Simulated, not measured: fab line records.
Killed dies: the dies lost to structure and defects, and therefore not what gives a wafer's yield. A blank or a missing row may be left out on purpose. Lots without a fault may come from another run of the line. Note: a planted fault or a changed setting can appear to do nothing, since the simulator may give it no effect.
fab line records ; flow n5_finfet
[record] lots = 8; wafers = 24; last_day = 18
route steps=1938 shown SD_EPI_N@289 SD_EPI_P@308 BEOL_M4@1111 PASSIVATION@1936
lots with no fault: from the same line, run without faults
start_h: hours from the record's opening day to when the first of the lot's shown wafers began ; wait_h: time in hours since the lot's previous step ; " same as the row above ; L1.1+2: one row covering several wafers at once ; - either no value or no given start ; * or withheld: withheld ; < > ~ a bound
route shown NAME@n: names a module that has steps shown in the file, with the first one's number in the route ; usual: mean and standard deviation over wafers with no fault ; same: alike in all rows ; chamber/n: place in a boat ; sites: each site's reading ; _std_site: standard deviation of those values ; _edge_site: inner sites' mean taken away from outer sites' mean ; radius_mm: how far each site lies from the wafer's centre ; mask NAME#n: copy n ; behind: the tool/chamber that last shaped the wafer ; hold: the reason the lot was held/the length of the hold in hours/how it ended ; device: whichever transistor did not switch (one of n, p or np) ; end of line: the tests these same wafers got at the end of their route ; a step given without rows: its recipe and nothing more ; killed: the dies lost at the first sort to structure and to defects; this is not the yield of the wafer ; map: dies across one wafer; x = killed, . = not, _ = none there
set.NAME: setting as actually run; set.NAME@STEP: the setting as run at that earlier step ; model.NAME: the simulator's own value behind a step, which no gauge read
one table for each step of the route and one row for each wafer, over a sample of lots
services: a tool's chamber out of use, with start hour (start_h, from the record's first day; less than 0 if before it), hours out, and reason
[[steps]]
[step N5_SD_EPI_N_EPI_MEAS_23]
[recipe] mode = xrd
[usual] thk_nm = 59.0/1.2
lot.wafer;tool;chamber;start_h;wait_h;thk_nm
L852.3;film_metro-01;-;68.45;1.2;59.8
L852.5;film_metro-01;-;68.45;1.2;57.2
L852.6;film_metro-01;-;68.45;1.2;59.2
L854.1;film_metro-01;-;78.09;1.9;57.8
L854.3;film_metro-01;-;78.09;1.9;59.0
L854.4;film_metro-01;-;78.09;1.9;62.7
L857.3;film_metro-02;-;95.81;1.2;57.0
L857.5;film_metro-02;-;95.81;1.2;58.5
L857.6;film_metro-02;-;95.81;1.2;57.8
L859.4;film_metro-02;-;108.03;0.6;58.2
L859.5;film_metro-02;-;108.03;0.6;61.2
L859.6;film_metro-02;-;108.03;0.6;58.4
L866.1;film_metro-01;-;153.25;1.4;59.7
L866.3;film_metro-01;-;153.25;1.4;58.6
L866.5;film_metro-01;-;153.25;1.4;57.2
L867.3;film_metro-02;-;153.49;0.9;57.1
L867.5;film_metro-02;-;153.49;0.9;57.2
L867.6;film_metro-02;-;153.49;0.9;60.2
L872.1;film_metro-02;-;185.59;2.5;58.1
L872.2;film_metro-02;-;185.59;2.5;60.8
L872.5;film_metro-02;-;185.59;2.5;58.9
L873.2;film_metro-01;-;192.15;1.5;57.1
L873.3;film_metro-01;-;192.15;1.5;60.2
L873.5;film_metro-01;-;192.15;1.5;59.8
[step N5_SD_EPI_P_ETCH_37]
[recipe] chemistry = N2/H2; target = SOC; overetch_a = 1080; mask_material = SiARC; temp_c = 40; ion_energy_ev = 100; source_w = 3000; bias_w = 133; pressure_mtorr = 20; time_s = 486; n2_flow_sccm = 200; h2_flow_sccm = 200; ends = end_point
[usual] bias_w = 133.0/0.4; chamber_pressure_mTorr = 20.001/0.017; drypump_motor_current_A = 5.7/0.39; oes_product_au = 0.69/0.063; rf_vpp_V = 240.8/1.6; showerhead_plenum_p_Torr = 2.55/0.096; temp_c = 39.99/0.11; throttle_valve_pct = 23.89/0.28
lot.wafer;tool;chamber;start_h;wait_h;bias_w;chamber_pressure_mTorr;drypump_motor_current_A;oes_product_au;rf_hours_counter_h;rf_vpp_V;showerhead_plenum_p_Torr;temp_c;throttle_valve_pct
L852.3;rie_diel-04;3;69.45;0.0;133.4;19.997;6.2;0.82;20;243.4;2.71;39.92;24.05
L852.5;rie_diel-04;2;69.45;0.0;133.7;20.016;5.8;0.69;-;241.5;2.54;39.83;23.48
L852.6;rie_diel-04;3;69.45;0.0;133.5;19.992;6.3;0.82;-;242.1;2.71;40.10;24.05
L854.1;rie_diel-04;0;79.75;0.0;133.7;19.992;5.5;0.66;188;238.0;2.42;40.19;24.11
L854.3;rie_diel-04;3;79.75;0.0;133.1;20.012;6.3;0.81;23;242.2;2.70;39.97;24.07
L854.4;rie_diel-04;1;79.75;0.0;132.9;19.996;5.2;0.62;203;241.6;2.63;39.89;24.18
L857.3;rie_diel-02;0;97.56;0.0;132.8;19.974;5.7;0.61;227;240.1;2.63;39.85;24.22
L857.5;rie_diel-02;3;97.56;0.0;133.8;20.003;4.9;0.67;-;237.6;2.42;39.94;24.04
L857.6;rie_diel-02;2;97.56;0.0;132.7;20.042;5.9;0.71;-;240.4;2.56;39.99;24.16
L859.4;rie_diel-04;0;109.15;0.0;132.7;19.996;5.5;0.64;196;237.5;2.42;39.79;24.10
L859.5;rie_diel-04;3;109.15;0.0;133.2;19.993;6.3;0.80;-;242.4;2.70;40.08;24.06
L859.6;rie_diel-04;2;109.15;0.0;132.6;19.977;5.8;0.68;-;241.7;2.53;39.91;23.48
L866.1;rie_diel-04;0;154.66;0.0;-;-;-;-;-;-;-;-;-
L866.3;rie_diel-04;1;154.66;0.0;-;-;-;-;-;-;-;-;-
L866.5;rie_diel-04;2;154.66;0.0;-;-;-;-;-;-;-;-;-
L867.3;rie_diel-03;0;154.92;0.0;-;-;-;-;-;-;-;-;-
L867.5;rie_diel-03;2;154.92;0.0;-;-;-;-;-;-;-;-;-
L867.6;rie_diel-03;3;154.92;0.0;-;-;-;-;-;-;-;-;-
L872.1;rie_diel-04;0;187.21;0.0;132.4;19.997;5.5;0.63;220;238.1;2.41;40.05;24.16
L872.2;rie_diel-04;3;187.21;0.0;132.9;20.024;6.3;0.77;51;244.0;2.69;40.01;24.08
L872.5;rie_diel-04;2;187.21;0.0;134.0;19.993;5.8;0.66;-;240.3;2.52;40.02;23.51
L873.2;rie_diel-04;1;193.28;0.0;132.6;20.017;5.2;0.60;240;240.6;2.61;39.76;24.21
L873.3;rie_diel-04;3;193.28;0.0;132.2;19.994;6.3;0.77;52;242.7;2.69;40.07;24.09
L873.5;rie_diel-04;2;193.28;0.0;132.7;19.957;5.8;0.66;-;240.9;2.52;39.87;23.52
[step N5_SD_EPI_P_ETCHBACK_46]
[recipe] chemistry = CH3F/O2; mode = anisotropic_etchback; target = SiNx; target_depth_a = 175; stop_on = SiO2; over_etch_frac = 0.3; ion_energy_ev = 120; pressure_mtorr = 30; source_w = 395; bias_w = 73; Ar_flow_sccm = 150; CH3F_flow_sccm = 30; O2_flow_sccm = 20
[usual] bias_w = 72.99/0.19; drypump_motor_current_A = 5.7/0.39; oes_product_au = 0.65/0.061; rf_vpp_V = 297/5.5; showerhead_plenum_p_Torr = 2.01/0.076; throttle_valve_pct = 16.41/0.16
lot.wafer;tool;chamber;start_h;wait_h;bias_w;drypump_motor_current_A;oes_product_au;rf_hours_counter_h;rf_vpp_V;showerhead_plenum_p_Torr;throttle_valve_pct
L852.3;rie_diel-04;3;69.78;0.0;72.96;6.3;0.78;20;294;2.14;16.31
L852.5;rie_diel-04;2;69.78;0.0;72.69;5.8;0.66;-;291;2.01;16.34
L852.6;rie_diel-04;3;69.78;0.0;72.71;6.3;0.77;-;293;2.14;16.31
L854.1;rie_diel-04;0;80.07;0.0;73.06;5.5;0.62;188;293;1.91;16.56
L854.3;rie_diel-04;3;80.07;0.0;73.05;6.3;0.77;24;292;2.14;16.31
L854.4;rie_diel-04;1;80.07;0.0;72.87;5.2;0.60;203;303;2.08;16.52
L857.3;rie_diel-02;0;97.88;0.0;73.08;5.7;0.58;227;298;2.05;16.46
L857.5;rie_diel-02;3;97.88;0.0;72.79;4.9;0.64;-;298;1.90;16.63
L857.6;rie_diel-02;2;97.88;0.0;72.92;5.8;0.67;-;299;2.03;16.57
L859.4;rie_diel-04;0;109.48;0.0;73.46;5.5;0.62;196;293;1.91;16.56
L859.5;rie_diel-04;3;109.48;0.0;72.59;6.3;0.77;-;293;2.14;16.34
L859.6;rie_diel-04;2;109.48;0.0;73.29;5.8;0.65;-;291;2.01;16.35
L866.1;rie_diel-04;0;154.99;0.0;73.00;5.5;0.26;214;293;1.91;16.56
L866.3;rie_diel-04;1;154.99;0.0;73.13;5.2;0.25;230;303;2.07;16.51
L866.5;rie_diel-04;2;154.99;0.0;72.71;5.8;0.28;-;291;2.00;16.34
L867.3;rie_diel-03;0;155.24;0.0;73.18;5.9;0.33;46;309;1.95;16.05
L867.5;rie_diel-03;2;155.24;0.0;73.04;6.0;0.28;-;297;1.91;16.35
L867.6;rie_diel-03;3;155.24;0.0;73.20;5.5;0.27;-;294;2.07;16.33
L872.1;rie_diel-04;0;187.53;0.0;72.56;5.5;0.60;220;292;1.90;16.63
L872.2;rie_diel-04;3;187.53;0.0;72.98;6.3;0.74;51;293;2.13;16.38
L872.5;rie_diel-04;2;187.53;0.0;72.82;5.8;0.63;-;291;2.00;16.40
L873.2;rie_diel-04;1;193.61;0.0;72.89;5.2;0.58;240;302;2.07;16.60
L873.3;rie_diel-04;3;193.61;0.0;72.78;6.3;0.73;52;292;2.13;16.38
L873.5;rie_diel-04;2;193.61;0.0;73.07;5.8;0.62;-;288;2.00;16.40
[step N5_SD_EPI_P_SD_RECESS_17]
[recipe] chemistry = HBr/Cl2/O2; target_depth_a = 391; bt_time_s = 3; pressure_mtorr = 10; icp_w = 800; bias_w = 112; HBr_flow_sccm = 150; Cl2_flow_sccm = 80; O2_flow_sccm = 12
[usual] bias_w = 112.0/0.34; drypump_motor_current_A = 5.8/0.4; mfc_cl2_sccm = 80.02/0.24; oes_product_au = 1.003/0.012; throttle_valve_pct = 37.15/0.27
lot.wafer;tool;chamber;start_h;wait_h;bias_w;drypump_motor_current_A;mfc_cl2_sccm;oes_product_au;rf_hours_counter_h;throttle_valve_pct
L852.3;rie_si-06;0;70.05;0.0;111.5;6.5;80.26;0.994;200;37.40
L852.5;rie_si-06;1;70.05;0.0;111.9;6.0;79.89;0.995;-;37.36
L852.6;rie_si-06;0;70.05;0.0;111.6;6.5;79.97;0.990;-;37.42
L854.1;rie_si-05;2;80.34;0.0;111.7;6.0;79.92;1.026;87;37.22
L854.3;rie_si-05;0;80.34;0.0;112.3;6.5;80.21;1.011;127;37.39
L854.4;rie_si-05;1;80.34;0.0;112.0;5.7;80.10;0.996;185;37.27
L857.3;rie_si-06;2;98.15;0.0;111.9;5.1;80.19;1.017;183;36.86
L857.5;rie_si-06;3;98.15;0.0;112.2;5.4;79.97;0.987;-;37.32
L857.6;rie_si-06;2;98.15;0.0;111.9;5.2;79.82;1.006;-;36.86
L859.4;rie_si-05;0;109.75;0.0;111.5;6.4;80.13;1.014;127;37.38
L859.5;rie_si-05;3;109.75;0.0;111.7;6.0;80.08;0.990;-;37.19
L859.6;rie_si-05;2;109.75;0.0;111.9;6.0;80.21;1.020;-;37.23
L866.1;rie_si-05;1;155.26;0.0;112.2;5.7;80.27;0.998;186;37.27
L866.3;rie_si-05;3;155.26;0.0;111.7;6.0;80.09;0.995;0;36.61
L866.5;rie_si-05;0;155.26;0.0;112.3;6.4;79.69;1.019;-;37.40
L867.3;rie_si-02;3;155.51;0.0;112.2;5.6;79.79;0.982;191;37.49
L867.5;rie_si-02;1;155.51;0.0;112.0;5.8;80.01;0.998;-;36.64
L867.6;rie_si-02;0;155.51;0.0;111.7;5.3;79.99;1.012;-;36.94
L872.1;rie_si-05;1;187.81;0.0;111.9;5.7;80.01;0.994;187;37.27
L872.2;rie_si-05;0;187.81;0.0;111.8;6.4;79.71;1.017;129;37.39
L872.5;rie_si-05;0;187.81;0.0;111.6;6.4;79.80;1.016;-;37.40
L873.2;rie_si-05;1;193.88;0.0;112.1;5.7;80.10;0.995;187;37.26
L873.3;rie_si-05;0;193.88;0.0;111.5;6.4;80.13;1.018;129;37.38
L873.5;rie_si-05;1;193.88;0.0;112.3;5.7;80.41;1.002;-;37.27
[step N5_SD_EPI_P_STRIP_40]
[recipe] chemistry = N2/H2; power_w = 1000; temp_c = 250; h2_frac = 0.65; overash_fraction = 0.3; pressure_mtorr = withheld; n2_flow_sccm = 1750; h2_flow_sccm = 3250
[usual] drypump_motor_current_A = 5.59/0.24; heater_power_w = 333/18; oes_product_au = 0.761/0.011; temp_c = 249.98/0.24
lot.wafer;tool;chamber;start_h;wait_h;drypump_motor_current_A;heater_power_w;oes_product_au;rf_hours_counter_h;temp_c
L852.3;plasma_asher-02;1;70.21;0.0;5.73;307;0.769;-;249.54
L852.5;plasma_asher-02;1;70.21;0.0;5.79;321;0.742;-;249.59
L852.6;plasma_asher-02;0;70.21;0.0;5.39;350;0.762;-;249.95
L854.1;plasma_asher-02;1;80.49;0.0;5.81;322;0.768;32;249.71
L854.3;plasma_asher-02;0;80.49;0.0;5.35;343;0.772;-;249.73
L854.4;plasma_asher-02;1;80.49;0.0;5.77;316;0.778;-;249.86
L857.3;plasma_asher-02;0;98.32;0.0;5.35;345;0.767;-;250.63
L857.5;plasma_asher-02;0;98.32;0.0;5.35;352;0.765;-;250.24
L857.6;plasma_asher-02;1;98.32;0.0;5.76;312;0.774;-;249.91
L859.4;plasma_asher-02;0;109.91;0.0;5.32;357;0.773;-;250.15
L859.5;plasma_asher-02;0;109.91;0.0;5.33;344;0.743;-;249.90
L859.6;plasma_asher-02;1;109.91;0.0;5.76;323;0.735;-;249.86
L866.1;plasma_asher-01;1;155.40;0.0;5.90;314;0.765;111;250.14
L866.3;plasma_asher-01;0;155.40;0.0;5.37;350;0.754;-;250.11
L866.5;plasma_asher-01;1;155.40;0.0;5.90;316;0.745;-;250.01
L867.3;plasma_asher-01;1;156.03;0.4;5.88;313;0.737;-;249.93
L867.5;plasma_asher-01;1;156.03;0.4;5.89;316;0.754;-;249.78
L867.6;plasma_asher-01;0;156.03;0.4;5.34;358;0.764;-;250.27
L872.1;plasma_asher-01;0;187.96;0.0;5.35;358;0.747;123;250.17
L872.2;plasma_asher-01;1;187.96;0.0;5.87;321;0.771;123;249.97
L872.5;plasma_asher-01;0;187.96;0.0;5.35;359;0.781;-;249.98
L873.2;plasma_asher-01;0;194.11;0.1;5.35;348;0.779;125;249.66
L873.3;plasma_asher-01;0;194.11;0.1;5.34;362;0.770;-;249.96
L873.5;plasma_asher-01;1;194.11;0.1;5.87;312;0.751;-;249.91
[step N5_BEOL_M4_RC_MEAS_101]
[usual] DIBL_N = 36.0/1.8; DIBL_P = 36.3/2.4; IOFF_N = 0.16/0.035; IOFF_P = 0.21/0.036; ION_N = 673/13; ION_P = 461/7.2; SS_N = 71.4/0.6; SS_P = 73.2/0.7; VT_N = 250/4; VT_P = -250.9/2.9
lot.wafer;tool;chamber;start_h;wait_h;DIBL_N[mV/V];DIBL_P[mV/V];IOFF_N[nA/um];IOFF_P[nA/um];ION_N[uA/um];ION_P[uA/um];SS_N[mV/dec];SS_P[mV/dec];VT_N[mV];VT_P[mV]
L852.3;prober-01;0;191.50;0.3;36.3;37.4;0.17;0.21;683;462;71.5;73.8;248;-249.2
L852.5;prober-01;0;191.50;0.3;35.8;37.5;0.16;0.22;672;468;70.7;72.9;250;-247.8
L852.6;prober-01;0;191.50;0.3;38.5;40.0;0.23;0.26;702;475;71.8;73.9;245;-246.1
L854.1;prober-02;0;202.87;0.0;33.9;34.9;0.13;0.17;674;461;70.4;73.2;254;-250.4
L854.3;prober-02;0;202.87;0.0;37.5;37.1;0.19;0.20;668;455;72.0;73.4;248;-251.0
L854.4;prober-02;0;202.87;0.0;35.4;36.2;0.15;0.19;678;470;71.5;73.2;249;-250.7
L857.3;prober-02;0;223.76;0.3;36.7;37.7;0.18;0.24;675;466;71.9;74.2;250;-244.6
L857.5;prober-02;0;223.76;0.3;36.1;36.2;0.16;0.20;673;461;71.7;74.1;252;-250.6
L857.6;prober-02;0;223.76;0.3;37.2;37.3;0.17;0.22;670;464;72.3;74.1;252;-246.3
L859.4;prober-01;0;242.86;0.5;36.3;36.1;0.17;0.20;683;464;71.6;73.7;247;-252.8
L859.5;prober-01;0;242.86;0.5;36.3;36.3;0.16;0.20;686;464;71.9;73.7;249;-252.5
L859.6;prober-01;0;242.86;0.5;39.2;39.5;0.24;0.26;691;459;72.2;74.0;244;-249.3
L873.2;prober-01;0;318.44;0.2;37.2;37.1;0.16;0.21;673;457;71.4;73.4;250;-252.4
L873.3;prober-01;0;318.44;0.2;37.9;36.6;0.16;0.21;681;461;72.1;74.0;250;-252.9
L873.5;prober-01;0;318.44;0.2;39.3;38.0;0.20;0.25;687;464;72.2;73.7;247;-246.7
L872.1;prober-02;0;319.72;0.0;37.5;39.3;0.18;0.24;691;475;71.0;73.8;246;-246.5
L872.2;prober-02;0;319.72;0.0;37.7;39.7;0.18;0.25;680;471;72.0;74.1;247;-247.2
L872.5;prober-02;0;319.72;0.0;36.6;38.0;0.16;0.23;685;474;71.1;73.4;246;-248.1
[step N5_PASSIVATION_PROBE_49]
[usual] defect_limited_yield = 91.2/1.4; killed_at_M0_to_M3 = 35/11; killed_at_M4_up = 14/5.6; killed_at_contacts = 12/5.6; killed_at_front_end = 38/11; killed_at_other = 4/3.4; killed_dies = 103/17; killed_on_rim = 13/3.5; killed_open = 68/12; killed_short = 33/8.8; sort_bin_5_function = 5.1/0.89; sort_bin_6_memory = 3.3/0.71; sort_n_pass = 1077/17; sort_yield_pct = 91.2/1.4
[same] gross_dies = 1180; killed_at_back_side = 0; sort_bin_4_leakage[%] = 0; sort_bin_8_speed[%] = 0
lot.wafer;tool;chamber;start_h;wait_h;defect_limited_yield[%];killed_at_M0_to_M3;killed_at_M4_up;killed_at_contacts;killed_at_front_end;killed_at_other;killed_dies;killed_on_rim;killed_open;killed_short;sort_bin_5_function[%];sort_bin_6_memory[%];sort_n_pass;sort_yield_pct[%]
L866.1;prober-01;-;390.96;0.0;0;35;27;14;1102;2;1180;152;87;36;95.0;4.7;0;0
L866.3;prober-01;-;391.06;0.1;0;23;16;18;1118;5;1180;152;75;39;95.4;4.2;0;0
L866.5;prober-01;-;391.16;0.2;0;23;31;21;1103;2;1180;152;69;60;95.3;4.0;0;0
L867.3;prober-01;-;395.27;0.8;0;37;12;6;1122;3;1180;152;58;50;95.9;3.6;0;0
L867.5;prober-01;-;395.37;0.9;0;50;10;15;1104;1;1180;152;69;39;96.4;3.4;0;0
L867.6;prober-01;-;395.42;1.0;0;45;18;13;1103;1;1180;152;68;55;94.9;4.7;0;0
// killed by level:class
L866.1 SD_EPI_P:area_etch=1057 BEOL_M4:geometric_particle:open=16 BEOL_M0_SAQP:geometric_particle:short=15 FIN_SAQP:geometric_particle:open=13 MOL_CONTACT_COAG:geometric_particle:open=11 FIN_SAQP:geometric_particle:short=8 STI_FIN_REVEAL:geometric_particle:open=7 BEOL_M0_SAQP:geometric_particle:open=7
L866.3 SD_EPI_P:area_etch=1065 FIN_SAQP:geometric_particle:open=18 MOL_CONTACT_COAG:geometric_particle:open=16 FIN_SAQP:geometric_particle:short=14 BEOL_M0_SAQP:geometric_particle:open=8 BEOL_M0_SAQP:geometric_particle:short=7 BEOL_M4:geometric_particle:short=5 STI_FIN_REVEAL:geometric_particle:open=4
L866.5 SD_EPI_P:area_etch=1049 FIN_SAQP:geometric_particle:open=19 BEOL_M4:geometric_particle:short=19 MOL_CONTACT_COAG:geometric_particle:open=15 FIN_SAQP:geometric_particle:short=8 BEOL_M0_SAQP:geometric_particle:short=8 MOL_CONTACT_COAG:geometric_particle:short=6 BEOL_M4:geometric_particle:open=5
L867.3 SD_EPI_P:area_etch=1070 STI_FIN_REVEAL:geometric_particle:open=12 FIN_SAQP:geometric_particle:short=10 BEOL_M3:geometric_particle:open=9 BEOL_M0_SAQP:geometric_particle:short=9 FIN_SAQP:geometric_particle:open=8 GATE_CUT:geometric_particle:short=8 STI_FIN_REVEAL:geometric_particle:short=7
L867.5 SD_EPI_P:area_etch=1071 MOL_CONTACT_COAG:geometric_particle:open=15 BEOL_M1:geometric_particle:open=11 BEOL_M0_SAQP:geometric_particle:open=9 GATE_CUT:geometric_particle:short=8 BEOL_M0_SAQP:geometric_particle:short=8 BEOL_M0:geometric_particle:open=7 BEOL_M1:geometric_particle:short=6
L867.6 SD_EPI_P:area_etch=1057 FIN_SAQP:geometric_particle:short=14 MOL_CONTACT_COAG:geometric_particle:open=12 BEOL_M1:geometric_particle:open=9 BEOL_M4:geometric_particle:open=9 BEOL_M0:geometric_particle:open=7 BEOL_M1:geometric_particle:short=7 BEOL_M0_SAQP:geometric_particle:short=6
[[services]]
tool;chamber;start_h;hours;kind
rie_diel-04;1;57.30;7.8;repair
rie_si-02;-;57.74;15.6;pm
rie_diel-02;3;67.77;16.2;repair
rie_si-06;0;85.54;-;clean
rie_si-06;0;85.54;16.6;scheduled_down
rie_si-06;0;85.54;16.6;vent_cycle
rie_diel-04;3;116.29;12.9;repair
rie_si-05;3;122.42;-;clean
rie_si-05;3;122.42;14.9;scheduled_down
rie_si-05;3;122.42;14.9;vent_cycle
rie_si-06;1;126.75;2.5;repair
rie_si-02;2;128.50;4.3;repair
rie_si-06;0;152.79;8.9;repair
plasma_asher-02;-;154.00;17.9;repair
plasma_asher-02;-;174.04;0.6;repair
rie_diel-02;0;174.77;-;clean
rie_diel-02;0;174.77;-;consumable_replace:focus_ring
rie_diel-02;0;174.77;19.6;scheduled_down
rie_diel-04;0;176.83;7.2;repair
plasma_asher-02;-;180.28;12.1;repair
rie_si-06;0;184.04;24.3;repair
rie_si-05;3;185.43;8.7;repair
rie_si-02;-;186.66;0.1;repair
rie_si-02;1;191.80;7.9;repair
[[key]]
[first_sign] step = N5_SD_EPI_P_ETCH_37; reading = tool_record; direction = missing
[effect] step = N5_SD_EPI_P_ETCHBACK_46; reading = oes_product_au; direction = down; sigmas = 6.2; usual = 0.65; struck = 0.28
[effect] step = N5_PASSIVATION_PROBE_49; reading = sort_bin_5_function; direction = up; sigmas = 99+; usual = 5.1; struck = 95.5
[more_kills_born_at] N5_SD_EPI_P_ETCH_37@rie_diel-03 = 3198; N5_SD_EPI_P_ETCH_37@rie_diel-04 = 3171
met_at N5_SD_EPI_P_ETCH_37
struck_lots L866,L867
later_rows_left_out L866.1,L866.3,L866.5,L867.3,L867.5,L867.6
not_acting_at N5_SD_EPI_N_EPI_MEAS_23,N5_SD_EPI_P_SD_RECESS_17,N5_SD_EPI_P_STRIP_40
onset_between 109.15 154.66
[fault] kind = skipped_step_whole; tool = rie_diel-03,rie_diel-04; chamber = -; onset_h = 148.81; steps = N5_SD_EPI_P_ETCH_37; scope = struck_lots_only
// later_rows_left_out: the simulator's readings of these wafers behind a module that went badly wrong aren't trusted and aren't shown, but for the sort
